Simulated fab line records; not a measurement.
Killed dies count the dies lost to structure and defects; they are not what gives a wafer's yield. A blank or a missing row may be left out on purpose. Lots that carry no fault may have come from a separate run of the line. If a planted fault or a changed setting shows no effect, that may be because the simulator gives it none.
A struck lot beside a sound one ; flow n5Finfet ; 39 out of 1938 route steps
Sound: the wafers L635.2, L635.3, L635.6. The struck wafers were L641.3, L641.4, L641.6. At the end, the cause is stated.
Per side, at each step with rows, come the tool, then ch with its chambers, and then its first start. Under that, the readings that differ: sound wafers ; struck wafers ; difference of the means ; sigmas: that difference in standard deviations of wafers without a fault.
alike: readings with means less than 2 such deviations apart, plus words and numbers identical on both sides. not compared: withheld readings, readings lacking a value on some wafer, bounds such as >300 that could conceal the same value, and numbers that have no deviation in the record and whose values overlap.
The two part at a step that has a row with sigmas, a row that says differs or no value, or rows on one side only. When numbers do not overlap yet have no deviation, they are printed without sigmas and do not part them. A reading that every wafer of one side lacks parts them only if that side has two wafers or more.

first, 11 steps without rows for these wafers: N5_MOL_CONTACT_COAG_STRIP_96 (strips in N2/H2); N5_MOL_CONTACT_COAG_ETCH_47 (etches SiNx in CH3F/O2, stops on W, target depth 27 nm); N5_MOL_CONTACT_COAG_STRIP_119 (strips in N2/H2, time 30 s); N5_MOL_CONTACT_COAG_PRECLEAN_144 (cleans in alkaline clean, time 60 s); N5_MOL_CONTACT_COAG_SRD_145 (time 30 s); N5_MOL_CONTACT_COAG_COAT_62 (time 60 s, resist thk 60 nm); N5_MOL_CONTACT_COAG_COAT_63 (time 60 s, resist thk 10 nm); N5_MOL_CONTACT_COAG_COAT_64 (time 60 s, resist thk 10 nm); N5_MOL_CONTACT_COAG_COAT_34 (resist thk 40 nm); N5_MOL_CONTACT_COAG_EBR_36; N5_MOL_CONTACT_COAG_SOFTBAKE_35 (time 60 s).
N5_MOL_CONTACT_COAG_EXPOSE_37: exposes mask VD, defocus 0 nm.
  sound on euvScanner-02 ch 0, day 7 05:58; struck on euvScanner-02 ch 0, day 8 18:45
reading;sound;struck;difference;sigmas
exposureDoseMJCm2;63.5 63.5 63.4;66.5 66.5 66.5;+3.0;+4
  alike: mask
then, 2 steps without rows for these wafers: N5_MOL_CONTACT_COAG_PEB_38 (peb time 60 s); N5_MOL_CONTACT_COAG_DEVELOP_39 (develop time 30 s).
N5_MOL_CONTACT_COAG_CD_MEAS_40: target cd 25.1 nm.
  sound on cdSem-02 ch 0, day 7 06:06; struck on cdSem-01 ch 0, day 8 18:53
reading;sound;struck;difference;sigmas
cdNm (nm);25.52 24.89 25.23;25.99 26.36 26.32;+1.01;+4
then, 22 steps without rows for these wafers: N5_MOL_CONTACT_COAG_DESCUM_45 (chemistry O2, time 7 s); N5_MOL_CONTACT_COAG_ETCH_65 (etches underlayer in N2/H2, target depth 13 nm, time 10.4 s); N5_MOL_CONTACT_COAG_ETCH_66 (etches SiARC in CF4, target depth 13 nm, time 21.7 s); N5_MOL_CONTACT_COAG_ALD_133 (deposits SiO2, target thk 5 nm, pulse time 1 s, co reactant pulse time 1 s); N5_MOL_CONTACT_COAG_ETCHBACK_134 (etches SiO2 in CHF3, target depth 10 nm, time 6.7 s); N5_MOL_CONTACT_COAG_ETCH_67 (etches SOC in N2/H2, target depth 60 nm, overetch 21 nm, time 101.2 s); N5_MOL_CONTACT_COAG_STRIP_68 (strips in N2/H2); N5_MOL_CONTACT_COAG_STRIP_69 (strips in N2/H2); N5_MOL_CONTACT_COAG_ETCHBACK_136 (etches SiO2 in CHF3, target depth 25 nm, time 16.7 s); N5_MOL_CONTACT_COAG_STRIP_120 (strips in CHF3); N5_MOL_CONTACT_COAG_VIA_ETCH_117 (etches SiO2 in C4F6/O2, target depth 40 nm, overetch 8 nm, time 26 s); N5_MOL_CONTACT_COAG_ETCH_124 (etches SiNx in CH3F/O2, stops on SiOC, target depth 6.5 nm); N5_MOL_CONTACT_COAG_ETCH_48 (etches SiOC in C4F6/O2, target depth 15 nm, overetch 4.5 nm, time 17 s); N5_MOL_CONTACT_COAG_STRIP_72 (strips in N2/H2); N5_MOL_CONTACT_COAG_STRIP_49 (strips in N2/H2, time 30 s); N5_MOL_CONTACT_COAG_PRECLEAN_138 (cleans in alkaline clean, time 60 s); N5_MOL_CONTACT_COAG_SRD_139 (time 30 s); N5_MOL_CONTACT_COAG_PRE_CLEAN_121; N5_MOL_CONTACT_COAG_CVD_140 (deposits W, target thk 66.5 nm, time 215 s); N5_MOL_CONTACT_COAG_PRECLEAN_127 (cleans in DIW, time 57.5 s); N5_MOL_CONTACT_COAG_SRD_128 (dry time 32 s); N5_MOL_CONTACT_COAG_CMP_52 (polishes, stops on SiO2, t overpolish 1.5 s, target thk 66.5 nm).
-- here the record skips 4 days between the struck wafers' starts before and after, leaving off in module MOL_CONTACT_COAG and picking up in module BEOL_M4 (first step shown: number 1111 of the route) --
N5_BEOL_M4_RC_MEAS_101:
  sound on prober-01 ch 0, day 10 06:04; struck on prober-01 ch 0, day 12 17:08
reading;sound;struck;difference;sigmas
SS_N (mV/dec);71.4 71.0 70.5;72.4 71.8 73.3;+1.5;+2
  alike: CJ_N, DIBL_N, DIBL_P, IOFF_N, IOFF_N_85C, IOFF_P, ION_N, ION_P, RS_PWELL, SS_P, VT_N, VT_P
-- record jumps: 4 days separate the struck wafers' starts on either side; left off in module BEOL_M4, taken up again in module PASSIVATION, whose first shown step is the route's number 1936 --
N5_PASSIVATION_PROBE_49:
  sound: prober-01 at day 15 07:57; struck: prober-01 at day 17 02:46
reading;sound;struck;difference;sigmas
killedAtFrontEnd;30 19 16;48 55 31;+23;+2
sort_bin_6_memory (%);3.5 1.4 2.3;4.7 3.4 3.3;+1.4;+2
  alike: defectLimitedYield, killed_at_M0_to_M3, killed_at_M4_up, killedAtContacts, killedAtOther, killedDies, killedOpen, killedShort, sort_bin_4_leakage, sort_bin_5_function, sortNPass, sortYieldPct

== WHERE THEY PART ==
Earliest at N5_MOL_CONTACT_COAG_EXPOSE_37; latest, in this record, at N5_PASSIVATION_PROBE_49.

WHY: whatever the simulator had introduced
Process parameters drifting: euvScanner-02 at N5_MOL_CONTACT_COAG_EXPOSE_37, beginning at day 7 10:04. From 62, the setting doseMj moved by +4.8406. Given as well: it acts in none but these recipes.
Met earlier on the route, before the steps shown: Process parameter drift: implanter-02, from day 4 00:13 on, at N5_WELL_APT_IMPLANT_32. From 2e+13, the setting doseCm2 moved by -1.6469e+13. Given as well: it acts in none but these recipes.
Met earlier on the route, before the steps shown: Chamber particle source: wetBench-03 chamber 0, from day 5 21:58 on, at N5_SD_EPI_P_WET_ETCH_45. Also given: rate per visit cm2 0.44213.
